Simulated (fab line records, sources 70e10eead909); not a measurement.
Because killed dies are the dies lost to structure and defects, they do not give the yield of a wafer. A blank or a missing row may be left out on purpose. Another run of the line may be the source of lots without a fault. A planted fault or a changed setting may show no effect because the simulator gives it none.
fab line records -- flow nandHarc
[record] lots = 12, wafers = 34, lastDay = 24
route steps=1159 shown P_ZERO_WELL@11 P_GATE@142 END@1159
lots that met no fault: taken from a fault-free run of the same line
startH: hours from the record's opening day to when the first of the lot's shown wafers began -- waitH: hours elapsed since this lot's preceding step -- " repeats the value in the row above -- L1.1+2: a row that stands for several wafers -- - no value present, or no start provided -- * or withheld: withheld -- < > ~ a bound
route shown NAME@n: NAME is a module with steps in the file, n the number in the route of the first one -- usual: the fault-free wafers' mean and standard deviation -- same: alike in all rows -- chamber/n: place in a boat -- sites: each site's reading -- _std_site: the standard deviation of these -- _edge_site: outer sites' mean less inner sites' -- radiusMm: for every site, how far away it sits from the centre of the wafer -- mask NAME#n: copy n -- behind: tool/chamber where the wafer was last shaped -- hold: why the lot went on hold/how many hours it stayed there/how the hold came to an end -- device: which transistor (n, p or np) failed to switch -- end of line: the route-end tests of the same wafers -- for a step that has no rows: nothing shown but its recipe -- killed: the dies lost at the first sort to structure and to defects; this is not the yield of the wafer -- map: the dies of a wafer, with x for killed, . for not killed, _ for no die there
set.NAME: the setting the step ran with; set.NAME@STEP: the setting that earlier step ran with -- model.NAME: the simulator's own value behind a step, which no gauge read
the route's steps for a sample of lots (tables are steps, rows are wafers)
services: a tool's chamber out of use, with start hour (startH, from the record's first day; less than 0 if before it), hours out, and reason
[[steps]]
[step NHARC_P_ZERO_WELL_EXPOSE_08]
[recipe] na = 0.55, targetCdNm = 500, doseMj = 33.8, maskId = P_ZERO
[usual] focusOffsetNm = 0.1/0.57, reticleTempC = 22.99/0.11
lot.wafer,tool,chamber,startH,waitH,mask,focusOffsetNm,reticleTempC
L124.1,krfScanner-04,0,13.09,-,P_ZERO#0,0.7,22.92
L124.5,krfScanner-04,0,13.09,-,P_ZERO#0,0.3,22.93
L124.6,krfScanner-04,0,13.09,-,P_ZERO#0,0.6,22.93
L125.1,krfScanner-01,0,19.20,-,P_ZERO#0,-1.0,22.79
L125.2,krfScanner-01,0,19.20,-,P_ZERO#0,0.2,22.93
L125.4,krfScanner-01,0,19.20,-,P_ZERO#0,-0.5,22.79
L126.2,krfScanner-02,0,25.09,-,P_ZERO#0,-0.1,23.05
L126.4,krfScanner-02,0,25.09,-,P_ZERO#0,0.7,23.02
L126.6,krfScanner-02,0,25.09,-,P_ZERO#0,0.1,22.96
L127.1,krfScanner-04,0,31.23,-,P_ZERO#0,-0.9,22.92
L127.5,krfScanner-04,0,31.23,-,P_ZERO#0,0.3,22.99
L127.6,krfScanner-04,0,31.23,-,P_ZERO#0,0.3,23.04
L129.1,krfScanner-01,0,43.09,-,P_ZERO#0,0.2,23.14
L129.2,krfScanner-01,0,43.09,-,P_ZERO#0,-0.2,23.15
L129.3,krfScanner-01,0,43.09,-,P_ZERO#0,0.3,23.16
L130.2,krfScanner-01,0,48.97,-,P_ZERO#0,0.1,23.13
L130.5,krfScanner-01,0,48.97,-,P_ZERO#0,-0.3,23.13
L130.6,krfScanner-01,0,48.97,-,P_ZERO#0,0.0,23.04
L132.1,krfScanner-04,0,60.99,-,P_ZERO#0,0.3,22.86
L132.3,krfScanner-04,0,60.99,-,P_ZERO#0,0.2,22.87
L132.6,krfScanner-04,0,60.99,-,P_ZERO#0,0.1,23.14
L134.1,krfScanner-01,0,72.97,-,P_ZERO#0,0.1,23.00
L134.4,krfScanner-01,0,72.97,-,P_ZERO#0,0.7,23.04
L134.6,krfScanner-01,0,72.97,-,P_ZERO#0,0.1,23.18
L135.2,krfScanner-01,0,78.98,-,P_ZERO#0,-1.0,22.93
L135.4,krfScanner-01,0,78.98,-,P_ZERO#0,-0.2,23.19
L135.6,krfScanner-01,0,78.98,-,P_ZERO#0,-0.3,23.14
L136.2,krfScanner-02,0,85.12,-,P_ZERO#0,-0.1,23.09
L136.5,krfScanner-02,0,85.12,-,P_ZERO#0,0.2,23.09
L136.6,krfScanner-02,0,85.12,-,P_ZERO#0,0.5,23.09
L145.1,krfScanner-01,0,139.08,-,P_ZERO#0,0.2,22.75
L145.6,krfScanner-01,0,139.08,-,P_ZERO#0,-0.3,22.87
L146.4,krfScanner-01,0,144.98,-,P_ZERO#0,0.0,23.15
L146.6,krfScanner-01,0,144.98,-,P_ZERO#0,-0.2,23.05
[step NHARC_P_ZERO_WELL_CD_MEAS_11]
[recipe] targetCdNm = 500, landingEnergyEv = 500
[usual] cdNm = 500.3/1.2
lot.wafer,tool,chamber,startH,waitH,cdNm
L124.1,cdSem-02,0,13.24,-,501.1
L124.5,cdSem-02,0,13.24,-,499.9
L124.6,cdSem-02,0,13.24,-,502.3
L125.1,cdSem-01,0,19.35,-,501.8
L125.2,cdSem-01,0,19.35,-,500.2
L125.4,cdSem-01,0,19.35,-,499.2
L126.2,cdSem-02,0,25.24,-,499.0
L126.4,cdSem-02,0,25.24,-,499.0
L126.6,cdSem-02,0,25.24,-,501.4
L127.1,cdSem-03,0,31.38,-,500.5
L127.5,cdSem-03,0,31.38,-,502.6
L127.6,cdSem-03,0,31.38,-,503.1
L129.1,cdSem-03,0,43.24,-,501.0
L129.2,cdSem-03,0,43.24,-,500.1
L129.3,cdSem-03,0,43.24,-,500.8
L130.2,cdSem-01,0,49.12,-,499.3
L130.5,cdSem-01,0,49.12,-,499.0
L130.6,cdSem-01,0,49.12,-,499.3
L132.1,cdSem-03,0,61.15,-,498.7
L132.3,cdSem-03,0,61.15,-,497.7
L132.6,cdSem-03,0,61.15,-,499.0
L134.1,cdSem-03,0,73.13,-,501.0
L134.4,cdSem-03,0,73.13,-,500.1
L134.6,cdSem-03,0,73.13,-,502.0
L135.2,cdSem-01,0,79.13,-,500.5
L135.4,cdSem-01,0,79.13,-,500.4
L135.6,cdSem-01,0,79.13,-,498.1
L136.2,cdSem-03,0,85.27,-,502.6
L136.5,cdSem-03,0,85.27,-,501.3
L136.6,cdSem-03,0,85.27,-,501.1
L145.1,cdSem-01,0,139.24,-,499.1
L145.6,cdSem-01,0,139.24,-,504.9
L146.4,cdSem-03,0,145.13,-,500.3
L146.6,cdSem-03,0,145.13,-,505.7
[step NHARC_P_ZERO_WELL_ETCH_63]
[recipe] targetDepthA = 1200, timeS = 40.1, hbrFlowSccm = 150, cl2FlowSccm = 50, rfW = 400, icpW = 400, biasW = 100, chemistry = HBr/Cl2
[usual] biasW = 99.98/0.24, drypumpMotorCurrentA = 5.8/0.5, mfcCl2Sccm = 50.02/0.15, oesProductAu = 1.000/0.0071, throttleValvePct = 26.406/0.0093
lot.wafer,tool,chamber,startH,waitH,biasW,drypumpMotorCurrentA,mfcCl2Sccm,oesProductAu,rfHoursCounterH,throttleValvePct
L124.1,rieSi-02,2,13.69,-,100.28,5.5,49.88,1.014,1.2,26.398
L124.6,rieSi-02,3,13.69,-,99.99,5.3,50.44,1.004,-,26.415
L124.5,rieSi-02,0,13.69,-,99.87,5.6,50.00,1.005,-,26.394
L125.2,rieSi-03,3,19.76,-,100.18,6.8,49.85,1.006,0.2,26.413
L125.1,rieSi-03,1,19.76,-,99.92,5.4,50.04,1.003,0.2,26.402
L125.4,rieSi-03,2,19.76,-,99.65,6.3,49.84,0.994,0.3,26.419
L126.2,rieSi-03,2,25.66,-,100.30,6.3,50.07,0.982,0.3,26.412
L126.4,rieSi-03,3,25.66,-,100.11,6.7,50.04,1.009,0.3,26.410
L126.6,rieSi-03,2,25.66,-,100.37,6.3,50.26,0.994,-,26.410
L127.1,rieSi-04,1,31.80,-,99.61,5.4,50.05,0.996,0.8,26.404
L127.6,rieSi-04,1,31.80,-,100.06,5.4,49.87,1.005,-,26.396
L127.5,rieSi-04,2,31.80,-,100.14,6.6,50.16,0.997,-,26.405
L129.2,rieSi-02,2,43.65,-,100.15,5.5,50.05,1.015,0.0,26.420
L129.3,rieSi-02,3,43.65,-,99.61,5.3,50.13,1.012,0.0,26.412
L129.1,rieSi-02,0,43.65,-,99.85,5.6,49.94,1.017,0.0,26.401
L130.2,rieSi-03,3,49.53,-,99.51,6.7,50.21,1.002,0.6,26.399
L130.5,rieSi-03,3,49.53,-,99.78,6.7,50.34,1.001,-,26.407
L130.6,rieSi-03,0,49.53,-,99.71,5.5,50.12,1.005,-,26.401
L132.3,rieSi-03,1,61.58,-,99.65,5.4,50.07,0.992,0.6,26.400
L132.1,rieSi-03,2,61.58,-,100.31,6.3,50.10,0.998,0.7,26.407
L132.6,rieSi-03,0,61.58,-,100.14,5.5,49.99,0.995,-,26.401
L134.1,rieSi-02,3,73.56,-,99.72,5.3,50.01,1.001,0.3,26.408
L134.4,rieSi-02,0,73.56,-,99.45,5.6,50.08,1.003,0.3,26.412
L134.6,rieSi-02,1,73.56,-,100.10,5.8,50.04,1.001,-,26.403
L135.4,rieSi-02,0,79.54,-,100.01,5.6,49.92,1.010,0.3,26.390
L135.2,rieSi-02,3,79.54,-,100.12,5.2,50.15,1.002,0.3,26.404
L135.6,rieSi-02,0,79.54,-,99.70,5.6,50.19,1.011,-,26.414
L136.2,rieSi-03,2,85.68,-,100.22,6.3,49.90,0.992,0.8,26.412
L136.5,rieSi-03,2,85.68,-,100.44,6.3,49.75,0.997,-,26.393
L136.6,rieSi-03,3,85.68,-,99.58,6.7,49.70,0.993,-,26.394
L145.1,rieSi-04,2,139.69,-,99.63,6.6,49.95,1.004,0.3,26.397
L145.6,rieSi-04,3,139.69,-,100.23,6.1,49.96,0.996,-,26.422
L146.4,rieSi-04,0,145.88,-,99.80,5.4,49.68,0.989,0.3,26.390
L146.6,rieSi-04,2,145.88,-,100.21,6.6,50.10,0.993,-,26.416
[step NHARC_P_ZERO_WELL_DESCUM_39]
[recipe] timeS = 3, o2FlowSccm = 200, arFlowSccm = 0, biasPowerW = 0, chemistry = O2
[usual] drypumpMotorCurrentA = 5.7/0.4, oesProductAu = 1.000/0.0082, rfVppV = 57.9/0.95, showerheadPlenumPTorr = 1.93/0.1, throttleValvePct = 11.312/0.0084
lot.wafer,tool,chamber,startH,waitH,drypumpMotorCurrentA,oesProductAu,rfHoursCounterH,rfVppV,showerheadPlenumPTorr,throttleValvePct
L124.1,rieDiel-04,3,16.42,-,6.5,1.004,5.4,56.4,1.85,11.317
L124.5,rieDiel-04,2,16.42,-,6.4,0.998,-,58.8,1.89,11.333
L124.6,rieDiel-04,3,16.42,-,6.5,1.001,-,57.6,1.85,11.312
L125.4,rieDiel-04,1,22.50,-,5.3,0.996,5.9,57.4,2.01,11.311
L125.1,rieDiel-04,2,22.50,-,6.4,0.983,5.2,58.5,1.89,11.308
L125.2,rieDiel-04,3,22.50,-,6.5,0.994,5.4,57.0,1.84,11.304
L126.4,rieDiel-04,2,28.29,-,6.4,0.989,5.2,57.5,1.89,11.305
L126.2,rieDiel-04,3,28.29,-,6.5,1.004,5.4,57.5,1.84,11.309
L126.6,rieDiel-04,3,28.29,-,6.4,0.999,-,56.7,1.84,11.299
L127.1,rieDiel-07,2,34.29,-,5.5,0.989,8.5,57.3,1.88,11.308
L127.6,rieDiel-07,1,34.29,-,5.2,0.987,-,57.8,1.85,11.307
L127.5,rieDiel-07,2,34.29,-,5.6,0.993,-,56.9,1.88,11.301
L129.3,rieDiel-10,0,46.38,-,5.6,0.995,3.0,59.3,2.06,11.320
L129.2,rieDiel-10,1,46.38,-,5.9,1.007,2.6,57.3,1.79,11.315
L129.1,rieDiel-10,2,46.38,-,5.5,1.012,3.1,57.8,2.06,11.314
L130.2,rieDiel-10,3,52.14,-,5.6,1.010,3.7,57.2,1.87,11.322
L130.5,rieDiel-10,3,52.14,-,5.6,1.009,-,58.6,1.87,11.323
L130.6,rieDiel-10,0,52.14,-,5.6,0.994,-,58.8,2.06,11.310
L132.1,rieDiel-10,3,64.30,-,5.6,1.012,4.5,57.8,1.87,11.317
L132.3,rieDiel-10,1,64.30,-,5.9,1.009,4.2,57.6,1.79,11.310
L132.6,rieDiel-10,1,64.30,-,5.9,1.006,-,58.8,1.79,11.308
L134.1,rieDiel-04,0,76.27,-,5.7,1.020,9.5,59.0,2.06,11.312
L134.4,rieDiel-04,1,76.27,-,5.3,0.993,8.9,58.3,2.01,11.320
L134.6,rieDiel-04,0,76.27,-,5.7,1.011,-,59.4,2.06,11.317
L135.4,rieDiel-10,3,82.30,-,5.6,1.006,6.7,56.6,1.87,11.307
L135.2,rieDiel-10,0,82.30,-,5.6,0.985,6.6,57.5,2.06,11.322
L135.6,rieDiel-10,3,82.30,-,5.6,0.999,-,57.8,1.87,11.298
L136.2,rieDiel-10,2,88.52,-,5.5,0.992,5.0,58.9,2.06,11.310
L136.5,rieDiel-10,0,88.52,-,5.6,0.999,-,59.1,2.06,11.309
L136.6,rieDiel-10,1,88.52,-,5.9,1.003,-,58.2,1.79,11.316
L145.1,rieDiel-04,0,142.39,-,5.7,1.010,1.1,59.4,2.06,11.318
L145.6,rieDiel-04,0,142.39,-,5.7,1.004,-,58.6,2.06,11.324
L146.4,rieDiel-04,2,148.58,-,6.4,1.009,1.6,56.0,1.89,11.306
L146.6,rieDiel-04,2,148.58,-,6.4,1.012,-,56.8,1.89,11.321
[step NHARC_P_GATE_OVL_MEAS_27]
[usual] overlayXNm = 0.0/0.68, overlayYNm = 0.1/0.73
lot.wafer,tool,chamber,startH,waitH,overlayXNm,overlayYNm
L124.1,overlay-01,-,86.39,-,-1.2,0.4
L124.5,overlay-01,-,86.39,-,-1.9,-0.3
L124.6,overlay-01,-,86.39,-,-1.5,0.0
L125.1,overlay-02,-,93.23,-,0.3,-0.8
L125.2,overlay-02,-,93.23,-,0.0,-1.3
L125.4,overlay-02,-,93.23,-,0.0,-0.6
L127.1,overlay-01,-,103.89,-,-0.3,1.3
L127.5,overlay-01,-,103.89,-,0.1,1.4
L127.6,overlay-01,-,103.89,-,0.1,0.9
L126.2,overlay-02,-,104.37,-,0.7,-0.4
L126.4,overlay-02,-,104.37,-,0.9,-0.4
L126.6,overlay-02,-,104.37,-,1.2,-0.8
L129.1,overlay-02,-,116.41,-,-0.1,-0.4
L129.2,overlay-02,-,116.41,-,0.3,-0.1
L129.3,overlay-02,-,116.41,-,-0.3,-0.6
L130.2,overlay-02,-,132.29,-,0.1,0.5
L130.5,overlay-02,-,132.29,-,1.0,1.1
L130.6,overlay-02,-,132.29,-,0.3,0.5
L132.1,overlay-01,-,132.46,-,-0.8,-1.1
L132.3,overlay-01,-,132.46,-,-1.4,-0.7
L132.6,overlay-01,-,132.46,-,-1.1,-0.4
L134.1,overlay-01,-,153.15,-,0.1,0.5
L134.4,overlay-01,-,153.15,-,0.0,0.2
L134.6,overlay-01,-,153.15,-,0.6,0.1
L135.2,overlay-01,-,166.58,-,1.2,-0.3
L135.4,overlay-01,-,166.58,-,0.6,-0.3
L135.6,overlay-01,-,166.58,-,1.0,0.1
L136.2,overlay-01,-,167.18,-,-0.1,0.9
L136.5,overlay-01,-,167.18,-,0.4,1.1
L136.6,overlay-01,-,167.18,-,0.2,0.4
L145.1,overlay-01,-,210.06,-,-0.5,-0.1
L145.6,overlay-01,-,210.06,-,-0.1,-0.3
L146.4,overlay-02,-,220.68,-,-0.2,2.1
L146.6,overlay-02,-,220.68,-,-0.4,1.9
[step NHARC_END_SORT_01]
[recipe] tempC = 25
[usual] killedAtArray = 31/12, killedAtOther = 0.6/0.85, killedAtPeriphery = 3.0/2.3, killedDies = 35/12, killedOpen = 3.2/1.9, killedShort = 1.8/1.4
[same] grossDies = 677
lot.wafer,tool,chamber,startH,waitH,killedAtArray,killedAtOther,killedAtPeriphery,killedDies,killedOpen,killedShort
L125.1,prober-01,0,453.44,2.5,17,1,8,26,5,2
L125.2,prober-01,0,454.25,2.8,14,2,7,23,4,3
L125.4,prober-01,0,455.86,3.4,28,0,8,36,5,3
L126.2,prober-01,0,462.04,2.8,35,0,2,37,2,0
L126.4,prober-01,0,463.61,3.4,29,0,3,32,4,2
L126.6,prober-01,0,465.19,3.9,48,0,1,49,3,2
L135.2,prober-02,0,517.23,2.8,55,0,3,58,4,3
L135.4,prober-02,0,518.83,3.4,48,0,5,53,3,1
L135.6,prober-02,0,520.43,4.0,42,0,5,47,4,4
L145.1,prober-01,0,559.34,2.5,53,0,4,57,3,4
L145.6,prober-01,0,563.33,4.0,48,0,1,49,2,1
L146.4,prober-01,0,584.49,3.4,31,2,6,39,5,0
L146.6,prober-01,0,586.07,4.0,31,1,4,36,4,0
// killed by level:class
L125.1 A_SLIT:chamberFilmFlake=7 P_M0:chamberFilmFlake=4 A_BLC:geometricParticle:open=2 A_CHANNEL_HOLE_D1:chamberFilmFlake=2 A_BLC:chamberFilmFlake=2 P_M0:geometricParticle:open=1 A_ONON_D1:geometricParticle:short=1 A_SGD_CUT:geometricParticle:open=1
L125.2 A_SLIT:chamberFilmFlake=6 P_BONDPAD:chamberFilmFlake=3 P_M0:chamberFilmFlake=2 THIN_TSV:chamberFilmFlake=2 P_CONTACT:geometricParticle:open=1 P_M0:geometricParticle:open=1 A_ONON_D1:geometricParticle:open=1 A_CHANNEL_FILL_D1:geometricParticle:short=1
L125.4 A_SLIT:chamberFilmFlake=15 A_STAIRCASE:chamberFilmFlake=4 P_M0:chamberFilmFlake=3 A_BLC:chamberFilmFlake=3 P_CONTACT:geometricParticle:open=2 P_GATE:geometricParticle:open=1 P_CONTACT:geometricParticle:short=1 A_ONON_D1:geometricParticle:short=1
L126.2 A_CHANNEL_HOLE_D1:chamberFilmFlake=18 A_SLIT:chamberFilmFlake=9 A_STAIRCASE:chamberFilmFlake=5 P_M0:geometricParticle:open=1 A_CHANNEL_FILL_D1:geometricParticle:open=1 P_ZERO_WELL:chamberFilmFlake=1 A_CONTACT:chamberFilmFlake=1 A_BLC:chamberFilmFlake=1
L126.4 A_CHANNEL_HOLE_D1:chamberFilmFlake=12 A_SLIT:chamberFilmFlake=10 A_STAIRCASE:chamberFilmFlake=3 P_GATE:geometricParticle:open=1 P_CONTACT:geometricParticle:open=1 A_ONON_D1:geometricParticle:open=1 A_SGD_CUT:geometricParticle:short=1 A_CONTACT:geometricParticle:short=1
L126.6 A_SLIT:chamberFilmFlake=19 A_CHANNEL_HOLE_D1:chamberFilmFlake=10 A_STAIRCASE:chamberFilmFlake=8 A_CONTACT:chamberFilmFlake=4 P_M2:geometricParticle:short=1 A_CHANNEL_FILL_D1:geometricParticle:short=1 A_CHANNEL_FILL_D1:geometricParticle:open=1 A_CONTACT:geometricParticle:open=1
L135.2 A_CHANNEL_HOLE_D1:chamberFilmFlake=24 A_SLIT:chamberFilmFlake=13 A_STAIRCASE:chamberFilmFlake=5 A_SGD_CUT:chamberFilmFlake=4 A_CONTACT:chamberFilmFlake=3 A_CONTACT:geometricParticle:open=2 P_CONTACT:geometricParticle:open=1 A_CHANNEL_HOLE_D1:geometricParticle:short=1
L135.4 A_CHANNEL_HOLE_D1:chamberFilmFlake=18 A_SLIT:chamberFilmFlake=13 A_SGD_CUT:chamberFilmFlake=8 P_GATE:chamberFilmFlake=3 A_ZERO_WELL:chamberFilmFlake=3 A_CONTACT:chamberFilmFlake=2 P_CONTACT:geometricParticle:open=1 A_ONON_D1:geometricParticle:open=1
L135.6 A_SLIT:chamberFilmFlake=14 A_CHANNEL_HOLE_D1:chamberFilmFlake=13 A_SGD_CUT:chamberFilmFlake=4 A_WL_FILL:geometricParticle:short=3 P_GATE:chamberFilmFlake=3 A_STAIRCASE:chamberFilmFlake=2 P_CONTACT:geometricParticle:open=1 A_CHANNEL_FILL_D1:geometricParticle:short=1
L145.1 A_SLIT:chamberFilmFlake=20 A_CHANNEL_HOLE_D1:chamberFilmFlake=13 A_CONTACT:chamberFilmFlake=7 A_BONDPAD:chamberFilmFlake=4 A_STAIRCASE:chamberFilmFlake=3 P_GATE:chamberFilmFlake=2 P_M1:geometricParticle:short=1 P_M1:geometricParticle:open=1
L145.6 A_SLIT:chamberFilmFlake=19 A_CHANNEL_HOLE_D1:chamberFilmFlake=15 A_CONTACT:chamberFilmFlake=4 A_CHANNEL_FILL_D1:chamberFilmFlake=3 A_STAIRCASE:chamberFilmFlake=2 A_WL_FILL:geometricParticle:open=1 A_CONTACT:geometricParticle:short=1 A_CONTACT:geometricParticle:open=1
L146.4 A_SLIT:chamberFilmFlake=19 A_CHANNEL_HOLE_D1:chamberFilmFlake=6 P_STI:chamberFilmFlake=3 A_M1:chamberFilmFlake=3 P_M0:geometricParticle:open=2 A_CONTACT:chamberFilmFlake=2 P_CONTACT:geometricParticle:open=1 A_WL_FILL:geometricParticle:open=1
L146.6 A_SLIT:chamberFilmFlake=16 A_M1:chamberFilmFlake=5 A_CHANNEL_HOLE_D1:chamberFilmFlake=4 A_CONTACT:chamberFilmFlake=3 P_CONTACT:geometricParticle:open=1 P_M2:geometricParticle:open=1 A_CHANNEL_FILL_D1:geometricParticle:open=1 A_CONTACT:geometricParticle:open=1
[[services]]
tool,chamber,startH,hours,kind
rieDiel-04,0,-7.10,-,clean
rieDiel-04,1,-7.10,-,clean
rieDiel-04,2,-7.10,-,clean
rieDiel-04,3,-7.10,-,clean
rieDiel-10,-,-0.50,9.0,pm
krfScanner-01,-,15.56,0.4,repair
rieSi-02,-,34.00,9.0,pm
rieDiel-04,1,35.42,5.6,repair
krfScanner-02,-,38.00,4.0,pm
rieDiel-07,-,51.47,9.0,pm
rieDiel-04,-,60.99,0.2,repair
rieDiel-10,2,63.48,14.2,repair
krfScanner-01,0,67.63,-,calibration
krfScanner-01,-,85.31,4.0,pm
rieSi-03,3,92.30,16.4,repair
rieSi-04,-,99.00,9.0,pm
rieDiel-07,-,100.70,0.1,repair
krfScanner-04,-,101.39,17.0,repair
rieDiel-04,-,111.90,9.0,pm
rieDiel-07,2,118.57,8.7,repair
rieDiel-04,3,122.99,3.2,repair
krfScanner-04,-,126.00,4.0,pm
rieSi-02,-,133.78,0.2,repair
krfScanner-01,-,134.36,1.0,repair
[[key]]
[firstSign] step = NHARC_P_ZERO_WELL_CD_MEAS_11, reading = cdNm, direction = up, sigmas = 4.2, usual = 500.3, struck = 505.3
effect none on later readings
metAt NHARC_P_ZERO_WELL_EXPOSE_08
struckLots L145,L146
struckWafers L145.6,L146.6
testerLeftOut L145,L146
notActingAt NHARC_P_ZERO_WELL_ETCH_63,NHARC_P_ZERO_WELL_DESCUM_39,NHARC_P_GATE_OVL_MEAS_27
onsetBetween 78.98 139.08
[fault] kind = processParameterDrift, tool = krfScanner-01, chamber = -, onsetH = 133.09, steps = NHARC_P_ZERO_WELL_EXPOSE_08, channel = focusNm, offset = 215.19, shape = step, endH = 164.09, scope = struckWafersOnly
// testerLeftOut: of these lots the tester's yield and bins aren't shown, on N5 and GAA mostly nor the transistor test; their killed dies are dies lost to structure and defects alone, not to doping, threshold or leakage, so they don't give the yield
